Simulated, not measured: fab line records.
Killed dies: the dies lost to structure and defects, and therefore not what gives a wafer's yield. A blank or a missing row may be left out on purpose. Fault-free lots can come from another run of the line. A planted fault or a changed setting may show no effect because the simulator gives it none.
A struck lot beside a sound one -- flow n5Finfet -- 14 steps out of a route of 1938
Sound: wafers L586.1, L586.3, L586.4. The struck wafers were L588.3, L588.5, L588.6. The cause comes at the end.
Per side, at each step with rows, come the tool, then ch with its chambers, and then its first start. Under that, the readings that differ: sound wafers -- struck wafers -- difference of the means -- sigmas: that difference in standard deviations of wafers without a fault.
alike: readings with means less than 2 such deviations apart, plus words and numbers identical on both sides. not compared: withheld readings, readings lacking a value on some wafer, bounds such as >300 that could conceal the same value, and numbers that have no deviation in the record and whose values overlap.
A row with sigmas, a row that says differs or no value, or rows on one side alone: a step with any of these is where the two part. When numbers do not overlap yet have no deviation, they are printed without sigmas and do not part them. Lack of a reading on every wafer of one side parts them only where that side has two or more wafers.

N5_BEOL_M9_ETCH_62: etches SOC in N2/H2, target depth 110 nm, overetch 22 nm, time 165 s.
  sound on rieDiel-02 ch 0,1,2, day 11 07:38; struck on rieDiel-05 ch 0,1,2, day 12 17:02
  alike: drypumpMotorCurrentA, n2FlowSccm, oesProductAu, rfVppV, showerheadPlenumPTorr, tempC, throttleValvePct
  not compared: rfHoursCounterH
then, 1 step without rows for these wafers: N5_BEOL_M9_STRIP_68 (strips in N2/H2).
N5_BEOL_M9_STRIP_67: strips in CF4.
  sound on rieDiel-02 ch 0,1,2, day 11 07:46; struck on rieDiel-05 ch 0,1, day 12 17:11
  alike: drypumpMotorCurrentA, oesProductAu, rfVppV, showerheadPlenumPTorr, throttleValvePct
  not compared: rfHoursCounterH
N5_BEOL_M9_HM_OPEN_17: chemistry Cl2/BCl3, target TiN, target depth 20 nm, overetch 6 nm.
  sound on rieMetal-01 ch 0,1, day 11 07:49; struck on rieMetal-02 ch 1, day 12 17:17
reading,sound,struck,difference,sigmas
throttleValvePct (%),21.83 22.05 21.83,22.40 22.40 22.37,+0.49,+2
  alike: drypumpMotorCurrentA, oesProductAu
  not compared: rfHoursCounterH
N5_BEOL_M9_STRIP_19: strips in O2.
  sound on rieDiel-03 ch 1,2,3, day 11 07:56; struck on rieDiel-03 ch 2,3, day 12 17:26
  alike: drypumpMotorCurrentA, oesProductAu, rfVppV, showerheadPlenumPTorr, tempC, throttleValvePct
  not compared: rfHoursCounterH
N5_BEOL_M9_CD_MEAS_18: pitch 140 nm, target cd 70 nm.
  sound on cdSem-01 at day 11 08:00; struck on cdSem-01 at day 12 17:30
  alike: cdNm
then, 6 steps without rows for these wafers: N5_BEOL_M9_COAT_63 (time 60 s, resist thk 60 nm); N5_BEOL_M9_COAT_64 (time 60 s, resist thk 12 nm); N5_BEOL_M9_COAT_75 (time 60 s, resist thk 5 nm); N5_BEOL_M9_COAT_22 (resist thk 30 nm); N5_BEOL_M9_EBR_24; N5_BEOL_M9_SOFTBAKE_23 (time 60 s).
N5_BEOL_M9_EXPOSE_25: exposes mask V8.
  struck on euvScanner-02, day 12 17:41; sound on euvScanner-02 ch 0, day 11 12:04
  no value came back on the struck wafers for exposureDoseMJCm2, focusOffsetNm (nm), reticleTempC (C), stageMsdNm (nm); on the sound wafers exposureDoseMJCm2 reads 37.25 37.20 37.18
  alike: mask
then, 1 step without rows for these wafers: N5_BEOL_M9_PEB_26 (peb time 60 s).

WHERE THEY PART
First at N5_BEOL_M9_HM_OPEN_17; last, within this record, at N5_BEOL_M9_EXPOSE_25.

WHY: what had been put in by the simulator
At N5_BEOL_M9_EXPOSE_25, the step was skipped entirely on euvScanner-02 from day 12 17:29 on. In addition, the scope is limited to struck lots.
